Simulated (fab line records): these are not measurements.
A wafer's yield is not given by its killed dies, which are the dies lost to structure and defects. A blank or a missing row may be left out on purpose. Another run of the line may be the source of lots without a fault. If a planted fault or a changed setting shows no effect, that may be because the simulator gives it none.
Lot-split experiment + flow n5-finfet + 39 wafers read from 7 lots, route of 1938 steps

THE SPLIT ITSELF
At N5_MOL_CONTACT_COAG_CONTACT_ETCH_14 (etches SiO2 in C4F6/O2, target depth 27.5 nm, overetch 8.5 nm, time 20 s), the setting source-w was moved away from the recipe's 370 W on 15 of the 39 wafers read, by -13.8% to +18.3%. For the rest of the wafers, this setting stayed at what the recipe calls for.

Reading taken at the split's own step.

THE READING
rf-vpp-V, in V, at N5_MOL_CONTACT_COAG_CONTACT_ETCH_14 (etches SiO2 in C4F6/O2, target depth 27.5 nm, overetch 8.5 nm, time 20 s). Fault-free wafers of this fab line usually give 693 V, standard deviation 3.1 V.

| wafer  | tool, chamber at the split | source-w as run, W | against the recipe | rf-vpp-V, V | against lot-mates on the recipe |
|--------|----------------------------|--------------------|--------------------|-------------|---------------------------------|
| L078.1 | rie-diel-04, 0             | 318.9              | -13.8%             | 722         | +28                             |
| L078.2 | rie-diel-04, 3             | 370                | recipe             | 698         | -                               |
| L078.3 | rie-diel-04, 2             | 318.9              | -13.8%             | 723         | +29                             |
| L078.4 | rie-diel-04, 0             | 370                | recipe             | 693         | -                               |
| L078.5 | rie-diel-04, 2             | 370                | recipe             | 690         | -                               |
| L078.6 | rie-diel-04, 3             | 318.9              | -13.8%             | 734         | +40                             |
| L079.1 | rie-diel-06, 0             | 320.9              | -13.3%             | 724         | +33                             |
| L079.2 | rie-diel-06, 3             | 320.9              | -13.3%             | 725         | +34                             |
| L079.3 | rie-diel-06, 2             | 370                | recipe             | 689         | -                               |
| L079.4 | rie-diel-06, 1             | 320.9              | -13.3%             | 729         | +38                             |
| L079.5 | rie-diel-06, 3             | 370                | recipe             | 693         | -                               |
| L079.6 | rie-diel-06, 0             | 370                | recipe             | 690         | -                               |
| L085.1 | rie-diel-02, 3             | 436.6              | +18.0%             | 661         | -34                             |
| L085.2 | rie-diel-02, 1             | 370                | recipe             | 695         | -                               |
| L085.3 | rie-diel-02, 2             | 370                | recipe             | 693         | -                               |
| L085.4 | rie-diel-02, 0             | 436.6              | +18.0%             | 656         | -39                             |
| L085.5 | rie-diel-02, 1             | 370                | recipe             | 697         | -                               |
| L085.6 | rie-diel-02, 0             | 436.6              | +18.0%             | 656         | -39                             |
| L087.1 | rie-diel-02, 2             | 370                | recipe             | 696         | -                               |
| L087.2 | rie-diel-02, 1             | 370                | recipe             | 696         | -                               |
| L087.3 | rie-diel-02, 3             | 370                | recipe             | 692         | -                               |
| L087.4 | rie-diel-02, 0             | 370                | recipe             | 690         | -                               |
| L087.5 | rie-diel-02, 3             | 370                | recipe             | 692         | -                               |
| L087.6 | rie-diel-02, 0             | 370                | recipe             | 690         | -                               |
| L091.1 | rie-diel-04, 3             | 437.8              | +18.3%             | 667         | -24                             |
| L091.2 | rie-diel-04, 1             | 437.8              | +18.3%             | 653         | -38                             |
| L091.3 | rie-diel-04, 2             | 370                | recipe             | 689         | -                               |
| L091.4 | rie-diel-04, 0             | 370                | recipe             | 692         | -                               |
| L091.5 | rie-diel-04, 3             | 437.8              | +18.3%             | 667         | -24                             |
| L091.6 | rie-diel-04, 0             | 370                | recipe             | 691         | -                               |
| L092.1 | rie-diel-06, 1             | 324.6              | -12.3%             | 726         | +35                             |
| L092.2 | rie-diel-06, 2             | 370                | recipe             | 689         | -                               |
| L092.3 | rie-diel-06, 0             | 370                | recipe             | 689         | -                               |
| L092.4 | rie-diel-06, 3             | 324.6              | -12.3%             | 721         | +30                             |
| L092.5 | rie-diel-06, 0             | 324.6              | -12.3%             | 722         | +31                             |
| L092.6 | rie-diel-06, 1             | 370                | recipe             | 695         | -                               |
| L094.2 | rie-diel-02, 0             | 370                | recipe             | 690         | -                               |
| L094.5 | rie-diel-02, 3             | 370                | recipe             | 692         | -                               |
| L094.6 | rie-diel-02, 2             | 370                | recipe             | 693         | -                               |

FIT RESULTS
A straight line over all 39 wafers: rf-vpp-V changes by -2.09 V for each +1% of source-w; r = -0.98; the points scatter about the line by 4.5 V.
The same after taking each lot's own level away (the mean of its wafers on the recipe; 39 wafers): -2.12 V for each +1%; r = -0.97; scatter 4.8 V.
The reading moves by 39 V for the largest change in source-w, on that fit.
Measured against the standard deviation above, the lots' own levels, which go from 690.7 to 695.0 V, span 1.4 times it.
So the lot-to-lot level changes the slope little: the two slopes agree.
Check: -38.6 V against its lot-mates is what the line predicts for one of the wafers moved furthest among these (+18.3%) when that wafer is left out of the fit. It came out at -23.7 V against them.
Tool readings at the split's step, against how far the setting was moved: rf-vpp-V r = -0.98.

OTHER SPLITS APPLIED TO THESE WAFERS
Other splits were also applied to these wafers ahead of the reading. Each is held against what the fit with the lots' levels taken away leaves over:
| other split on the same wafers     | wafers away from the commonest value | r with rf-vpp-V (lot level and that fit taken away) |
|------------------------------------|--------------------------------------|-----------------------------------------------------|
| N5_WELL_APT_EPI_41 time-s          | 18                                   | -0.15                                               |
| N5_DUMMY_GATE_CVD_03 target-thk-a  | 24                                   | +0.30                                               |
| N5_DUMMY_GATE_ETCH_32 time-s       | 15                                   | -0.19                                               |
| N5_HKMG_FIN_ETCH_32 target-depth-a | 15                                   | -0.13                                               |
| N5_GATE_CUT_ETCH_56 icp-w          | 15                                   | +0.16                                               |

THE FILE'S OWN FIT
rf-vpp-V changes by -2.12 V for each +1% of source-w, r = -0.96.
